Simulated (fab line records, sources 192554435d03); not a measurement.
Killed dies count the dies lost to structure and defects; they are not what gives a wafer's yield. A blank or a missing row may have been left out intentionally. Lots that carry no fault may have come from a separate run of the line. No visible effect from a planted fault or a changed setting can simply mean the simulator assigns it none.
8D (eight disciplines) problem report, filled in by code || flow n5Finfet || the parts of the form that need people (team, actions taken, sign-off) are left out

## 1. THE ISSUE
M14_ILD_THK at N5_BEOL_M14_THK_MEAS_01 reads a mean of 638 nm on 1 wafer of 1 lot; wafers without a fault read 1115 nm with a standard deviation of 17. Relative to the usual mean, that is a shift of -28 standard deviations.
First seen on wafer L760.6, day 14 07:12, on filmMetro-02. At this step, 15 wafers from 5 lots have a number in the record. Rule for "out", or "out of limits": more than 4 standard deviations from the usual mean. Any other wafer with a number is counted as sound.

## 2. WHAT IT IS; WHAT IT IS NOT
{"question": "which readings at this step", "is": "M14_ILD_THK", "is not": "-"}
{"question": "which lots", "is": "L760", "is not": "L751, L756, L770, L772"}
{"question": "which wafers of those lots", "is": "L760.6", "is not": "L760.4, L760.5"}
{"question": "read on which gauges", "is": "filmMetro-02", "is not": "filmMetro-01"}
{"question": "when", "is": "from day 14 07:12", "is not": "up to then (8 sound wafers); but 6 sound wafers of L770, L772 came after"}

## 3. THE SUSPECTS, EACH WITH WHAT RULES IT OUT
Counting: a tool at a process step up to the reading stays a suspect if it ran every lot that is out. Sound lots after the first of them don't rule it out here, since some wafers of a struck lot are sound.
- ruled out: the gauge at N5_BEOL_M14_THK_MEAS_01. All the wafers that are out were read on filmMetro-02, but those of them that N5_BEOL_M14_ILD_DEP_00 has rows for are out there too, on other tools.
- pvdSputter-01 at N5_BEOL_M13_PRE_CLEAN_42 (time 30 s): kept. It ran the lot that is out, L760 (day 14 05:44).
- pvdSputter-01 at N5_BEOL_M13_SPUTTER_45 (material Cu, target thk 80 nm, time 13.33 s): kept. It ran the lot that is out, L760 (day 14 05:56).
- pecvd-02 at N5_BEOL_M13_DEP_53 (deposits SiCN from 3MS/NH3, target thk 50 nm, time 17.8 s): kept. It ran the lot that is out, L760 (day 14 06:53).
- pecvd-04 at N5_BEOL_M14_ILD_DEP_00 (deposits SiO2 from TEOS/O2, target thk 1119.3 nm, time 237.4 s): kept. It ran the lot that is out, L760 (day 14 07:05); its last sound lot up to then is L756 (day 13 03:22). Out on those wafers are its own readings of runLengthS.
- At N5_BEOL_M13_DEP_53, inside pecvd-02: chamber 2 took the wafers that are out, while their sound lot-mates went through chambers 0, 1.
- At N5_BEOL_M14_ILD_DEP_00, inside pecvd-04: chamber 1 took the wafers that are out, while their sound lot-mates went through chambers 0, 2.
Left after counting: pvdSputter-01 at N5_BEOL_M13_PRE_CLEAN_42, pvdSputter-01 at N5_BEOL_M13_SPUTTER_45, pecvd-02 at N5_BEOL_M13_DEP_53, pecvd-04 at N5_BEOL_M14_ILD_DEP_00.

## 4. THE CAUSE (what the simulator had put in)
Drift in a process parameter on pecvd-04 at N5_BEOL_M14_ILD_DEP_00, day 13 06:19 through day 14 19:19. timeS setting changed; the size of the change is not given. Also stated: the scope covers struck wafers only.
After counting, 4 suspects remain, this tool included.

## 5. SEQUENCE OF EFFECTS, ordered by route
Each row: a reading whose mean over the struck wafers that have a number lies more than 3 standard deviations from the usual. Only readings for which the record gives a usual standard deviation are gone through. hours: the time from each lot's start at the first step in this table that gives one to its start at this step, as a median over the lots. sigmas: the change in usual standard deviations.
{"hours": 0, "step": "N5_BEOL_M14_ILD_DEP_00", "reading": "runLengthS", "usual": "280.3 s", "on struck wafers": 176.7, "change": -103.6, "sigmas": "-99 or more"}
{"hours": 0, "step": "N5_BEOL_M14_THK_MEAS_01", "reading": "M14_ILD_THK", "usual": "1115 nm", "on struck wafers": 638, "change": -477, "sigmas": -28}
It contains these process steps:
- N5_BEOL_M14_ILD_DEP_00: deposits SiO2 from TEOS/O2, target thk 1119.3 nm, time 237.4 s.
Readings that are blank on the struck wafers while sound wafers have them: padLifeWafers at N5_BEOL_M14_CMP_49.
At these later measuring or inspecting steps, every struck wafer for which the step has a row has a number for every such reading, and none has moved that far: N5_BEOL_M14_CD_MEAS_10, N5_BEOL_M14_OVL_MEAS_11, N5_BEOL_M14_INSPECT_12, N5_BEOL_M14_CD_MEAS_17.

## 6. WHAT WOULD HAVE CAUGHT IT SOONER
In this record the first reading out of limits at a measuring or inspecting step was taken at day 14 07:12, 25 hours after the fault began at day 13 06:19.
The tool's own readings at N5_BEOL_M14_ILD_DEP_00 were out on every struck wafer that the step has a row for (runLengthS): an alarm limit on them would have fired on the first of those.
The start of N5_BEOL_M14_ILD_DEP_00 on pecvd-04 came by day 14 07:12 for every one of the lots that are out (1). None of them would have been spared by holding the tool at that moment.
